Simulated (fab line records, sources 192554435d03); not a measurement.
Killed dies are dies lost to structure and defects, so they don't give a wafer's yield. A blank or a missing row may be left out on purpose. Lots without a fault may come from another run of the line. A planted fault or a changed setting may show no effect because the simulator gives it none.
fab line records | flow n5_finfet | part 2 of 2: steps 33 to 38 of 38
record lots=5 wafers=15 last_day=16
route steps=1938 shown WELL_APT@36 PMOS_HMC_CHANNEL_EPI@57
lots that met no fault: from a run of the same line without faults
start_h: hours from the record's first day to the start of the lot's first wafer shown | wait_h: hours since the lot's step before | " the same as in the row above | L1.1+2: a row that stands for several wafers | - no value, or no start given | * or withheld: withheld | < > ~ a bound
route shown NAME@n: a module of which the file shows steps, and the number in the route of the first | usual: mean/standard deviation of fault-free wafers | same: alike in all rows | chamber/n: place in a boat | sites: the reading at each site | _std_site: their standard deviation | _edge_site: outer sites' mean less inner sites' | radius_mm: how far each site lies from the wafer's centre | mask NAME#n: copy n | behind: the tool/chamber that last shaped the wafer | hold: why the lot was held/for how many hours/how that ended | device: the transistor (n, p or np) that didn't switch | end of line: the same wafers' tests at the end of the route | a step without rows: its recipe alone | killed: dies lost to structure and defects at the first sort, not the wafer's yield | map: a wafer's dies, x killed, . not, _ none there
set.NAME: the setting as run; set.NAME@STEP: as run at that earlier step | model.NAME: the simulator's own value behind a step, which no gauge read
lots at some steps of the route; a table a step, a row a wafer
services: from which hour (start_h, from the record's first day; less than 0 if before it) a tool's chamber was out of use, for how many hours, and why
## steps
# step N5_PMOS_HMC_CHANNEL_EPI_DESCUM_14
# recipe chemistry=O2 time_s=7.9 source_power_w=50 bias_power_w=20 pressure_mtorr=20 rf_frequency_hz=2.712e+07 temp_c=40 resist=CAR-ArF-block o2_flow_sccm=225
# usual drypump_motor_current_A=5.8/0.4 oes_product_au=0.76/0.089 rf_vpp_V=243.1/1.3 showerhead_plenum_p_Torr=2.09/0.063 throttle_valve_pct=20.58/0.23
# columns lot.wafer tool chamber start_h wait_h drypump_motor_current_A oes_product_au rf_hours_counter_h rf_vpp_V showerhead_plenum_p_Torr throttle_valve_pct
L075.1 rie_diel-05 2 23.94 0.0 5.9 0.86 52 243.9 2.13 20.44
L075.2 " 0 " " 5.0 0.84 79 244.0 2.10 20.65
L075.5 " 2 " " 6.0 0.87 - 242.7 2.13 20.43
L077.2 rie_diel-04 3 35.53 0.1 5.4 0.69 240 243.8 2.17 20.63
L077.5 " 2 " " 5.2 0.71 - 245.2 2.15 20.30
L077.6 " 3 " " 5.4 0.69 - 243.7 2.17 20.65
L085.1 rie_diel-04 1 83.90 0.4 6.5 0.94 11 243.5 2.13 20.42
L085.2 " 0 " " 5.4 0.80 97 241.5 2.03 20.40
L085.4 " 1 " " 6.5 0.94 - 243.4 2.13 20.41
L089.1 rie_diel-02 1 107.04 0.0 6.3 0.69 249 242.2 1.98 20.76
L089.2 " 3 " " 5.7 0.70 225 243.3 2.07 20.83
L089.3 " 0 " " 6.1 0.69 224 244.4 2.16 20.70
L092.4 rie_diel-02 1 125.22 0.0 6.3 0.68 - 241.8 1.98 20.74
L092.5 " 3 " " 5.7 0.68 - 243.1 2.07 20.84
L092.6 " 0 " " 6.1 0.69 - 242.8 2.15 20.71
# step N5_PMOS_HMC_CHANNEL_EPI_ETCH_32
# recipe chemistry=N2/H2 target=BARC stop_on=SiO2 target_depth_a=858 over_etch_frac=0.3 time_s=50.3 ion_energy_ev=200 mask_material=CAR-ArF-block pressure_mtorr=30 source_w=840 bias_w=150 n2_flow_sccm=200 h2_flow_sccm=200
# usual drypump_motor_current_A=5.8/0.4 oes_product_au=0.65/0.073 rf_vpp_V=523.8/2.4 showerhead_plenum_p_Torr=2.54/0.073 throttle_valve_pct=18.07/0.25
# columns lot.wafer tool chamber start_h wait_h drypump_motor_current_A oes_product_au rf_hours_counter_h rf_vpp_V showerhead_plenum_p_Torr throttle_valve_pct
L075.1 rie_diel-05 2 23.97 0.0 5.9 0.73 52 525.2 2.58 17.83
L075.2 " 0 " " 5.0 0.73 79 524.0 2.58 18.23
L075.5 " 2 " " 5.9 0.73 - 523.8 2.58 17.84
L077.2 rie_diel-04 3 35.57 0.0 5.4 0.59 240 526.4 2.61 18.00
L077.5 " 2 " " 5.3 0.61 - 524.0 2.63 17.97
L077.6 " 3 " " 5.4 0.59 - 525.7 2.61 18.02
L085.1 rie_diel-04 1 83.94 0.0 6.5 0.80 11 525.7 2.58 17.76
L085.2 " 0 " " 5.4 0.68 97 521.9 2.47 17.99
L085.4 " 1 " " 6.5 0.81 - 525.6 2.58 17.74
L089.1 rie_diel-02 1 107.07 0.0 6.3 0.60 249 520.0 2.41 18.23
L089.2 " 3 " " 5.6 0.59 225 523.4 2.53 18.37
L089.3 " 0 " " 6.1 0.59 224 524.4 2.60 18.06
L092.4 rie_diel-02 1 125.26 0.0 6.3 0.60 - 517.5 2.41 18.24
L092.5 " 3 " " 5.7 0.59 - 524.7 2.52 18.39
L092.6 " 0 " " 6.2 0.60 - 526.3 2.60 18.06
# step N5_PMOS_HMC_CHANNEL_EPI_HM_OPEN_15
# recipe chemistry=CHF3/O2 target=SiO2 mask_material=CAR-ArF-block target_depth_a=406 CHF3_flow_sccm=50 O2_flow_sccm=5 Ar_flow_sccm=200 time_s=20.3 pressure_mtorr=30 source_w=650 bias_w=170 ion_energy_ev=200
# usual drypump_motor_current_A=5.8/0.4 mfc_ar_sccm=199.9/0.55 oes_product_au=0.76/0.09 rf_vpp_V=523/9.5 showerhead_plenum_p_Torr=2.41/0.077 throttle_valve_pct=19.06/0.19
# columns lot.wafer tool chamber start_h wait_h drypump_motor_current_A mfc_ar_sccm oes_product_au rf_hours_counter_h rf_vpp_V showerhead_plenum_p_Torr throttle_valve_pct
L075.1 rie_diel-05 2 24.02 0.0 5.9 200.4 0.86 52 510 2.45 18.88
L075.2 " 0 " " 5.0 199.2 0.84 79 507 2.45 19.28
L075.5 " 2 " " 5.9 199.3 0.86 - 509 2.45 18.89
L077.2 rie_diel-04 3 35.61 0.0 5.4 199.0 0.68 240 529 2.47 18.97
L077.5 " 2 " " 5.3 200.4 0.71 - 531 2.49 18.90
L077.6 " 3 " " 5.4 199.1 0.68 - 528 2.47 18.97
L085.1 rie_diel-04 1 83.98 0.0 6.4 200.1 0.95 12 524 2.45 18.87
L085.2 " 0 " " 5.4 199.9 0.81 97 511 2.34 18.80
L085.4 " 1 " " 6.4 199.4 0.94 - 524 2.45 18.85
L089.1 rie_diel-02 1 107.11 0.0 6.3 198.7 0.68 249 513 2.27 19.14
L089.2 " 3 " " 5.7 199.5 0.69 225 531 2.37 19.18
L089.3 " 0 " " 6.1 199.9 0.70 224 530 2.49 19.23
L092.4 rie_diel-02 1 125.31 0.0 6.3 199.4 0.68 - 512 2.27 19.15
L092.5 " 3 " " 5.7 200.9 0.70 - 532 2.36 19.18
L092.6 " 0 " " 6.1 200.0 0.69 - 530 2.49 19.24
# step N5_PMOS_HMC_CHANNEL_EPI_STRIP_33
# recipe chemistry=N2/H2 power_w=500 temp_c=40 pressure_mtorr=50 rf_frequency_hz=6e+07 overash_fraction=0.3 bias_power_w=8 h2_frac=0.5 n2_flow_sccm=300 h2_flow_sccm=300
# usual drypump_motor_current_A=5.8/0.4 oes_product_au=0.76/0.089 rf_vpp_V=54.1/1.6 showerhead_plenum_p_Torr=3.36/0.093 throttle_valve_pct=19.2/0.38
# columns lot.wafer tool chamber start_h wait_h drypump_motor_current_A oes_product_au rf_hours_counter_h rf_vpp_V showerhead_plenum_p_Torr throttle_valve_pct
L075.1 rie_diel-05 2 24.07 0.0 5.9 0.86 52 52.1 3.40 19.0
L075.2 " 0 " " 5.0 0.84 79 53.9 3.41 19.2
L075.5 " 2 " " 5.9 0.85 - 54.0 3.40 19.1
L077.2 rie_diel-04 3 35.67 0.0 5.4 0.69 240 52.6 3.45 19.1
L077.5 " 2 " " 5.3 0.70 - 56.9 3.48 19.1
L077.6 " 3 " " 5.4 0.69 - 54.8 3.45 19.1
L085.1 rie_diel-04 1 84.03 0.0 6.4 0.96 12 52.8 3.41 18.7
L085.2 " 0 " " 5.4 0.81 97 54.0 3.27 19.6
L085.4 " 1 " " 6.5 0.94 - 56.8 3.41 18.8
L089.1 rie_diel-02 1 107.17 0.0 6.3 0.69 249 51.5 3.19 19.2
L089.2 " 3 " " 5.7 0.70 225 52.9 3.34 19.7
L089.3 " 0 " " 6.2 0.70 224 53.8 3.44 18.9
L092.4 rie_diel-02 1 125.36 0.0 6.3 0.67 - 56.3 3.19 19.2
L092.5 " 3 " " 5.7 0.68 - 53.3 3.33 19.7
L092.6 " 0 " " 6.1 0.68 - 53.9 3.43 18.9
# step N5_PMOS_HMC_CHANNEL_EPI_STRIP_17
# recipe chemistry=SPM time_s=750 temp_c=130 h2so4_h2o2_vol_ratio=4 dry=ipa_marangoni
# columns lot.wafer tool chamber start_h wait_h
L075.1+2+5 wet_bench-06 1,2,6 24.14 -
L077.2+5+6 wet_bench-02 1,5,6 35.73 -
L085.1+2+4 wet_bench-02 0,3,2 84.10 -
L089.1+2+3 wet_bench-03 4,2,3 107.24 -
L092.4+5+6 wet_bench-06 7,0,4 125.41 -
# step N5_PMOS_HMC_CHANNEL_EPI_ETCH_38
# recipe chemistry=CF4 target=SiO2 target_depth_a=15 ion_energy_ev=350 pressure_mtorr=10 icp_w=800 bias_w=400 cf4_flow_sccm=80
# usual drypump_motor_current_A=5.7/0.43 oes_product_au=1.018/0.025 throttle_valve_pct=21.81/0.19
# columns lot.wafer tool chamber start_h wait_h drypump_motor_current_A oes_product_au rf_hours_counter_h throttle_valve_pct
L075.1 rie_si-04 3 24.38 0.0 5.8 1.043 13 22.15
L075.2 " 1 " " 5.2 1.006 162 21.65
L075.5 " 0 " " 6.5 1.029 - 21.54
L077.2 rie_si-04 3 35.97 0.0 5.8 1.036 13 22.17
L077.5 " 0 " " 6.5 1.034 - 21.54
L077.6 " 3 " " 5.8 1.035 - 22.17
L085.1 rie_si-06 0 84.34 0.0 5.6 1.015 174 21.78
L085.2 " 1 " " 5.5 1.001 135 21.73
L085.4 " 2 " " 5.0 1.011 58 22.07
L089.1 rie_si-05 2 107.47 0.0 6.0 1.012 77 21.83
L089.2 " 3 " " 5.4 1.055 192 21.65
L089.3 " 0 " " 6.4 1.040 157 22.03
L092.4 rie_si-06 0 125.64 0.0 5.6 1.029 175 21.77
L092.5 " 3 " " 5.3 0.973 - 21.71
L092.6 " 2 " " 5.0 1.015 - 22.08
## services
# columns tool chamber start_h hours kind
krf_scanner-02 - -2.83 1.2 repair
krf_scanner-02 - -0.04 1.3 pm
krf_scanner-02 - 1.26 0.8 pm
rie_diel-02 1 6.27 1.3 repair
krf_scanner-01 - 11.53 0.8 pm
pecvd-03 2 12.48 17.8 repair
arfi_scanner-02 - 12.64 0.8 pm
implanter-01 - 24.54 3.6 pm
rie_si-04 - 40.39 0.6 repair
rie_diel-02 3 48.96 2.3 repair
krf_scanner-01 - 49.70 4.0 pm
arfi_scanner-02 - 51.63 1.3 pm
krf_scanner-02 - 54.80 0.1 repair
rie_diel-02 - 57.25 0.3 repair
rie_diel-05 3 57.32 15.3 repair
rie_diel-03 1 57.35 3.9 repair
krf_scanner-01 - 60.95 1.0 pm
krf_scanner-01 - 70.71 0.3 repair
arfi_scanner-02 - 73.65 1.0 pm
wet_bench-04 - 74.14 3.8 repair
arfi_scanner-02 - 88.36 15.1 repair
rie_diel-02 2 88.86 120.4 repair
krf_scanner-01 - 98.91 1.3 pm
arfi_scanner-02 - 125.18 1.3 repair
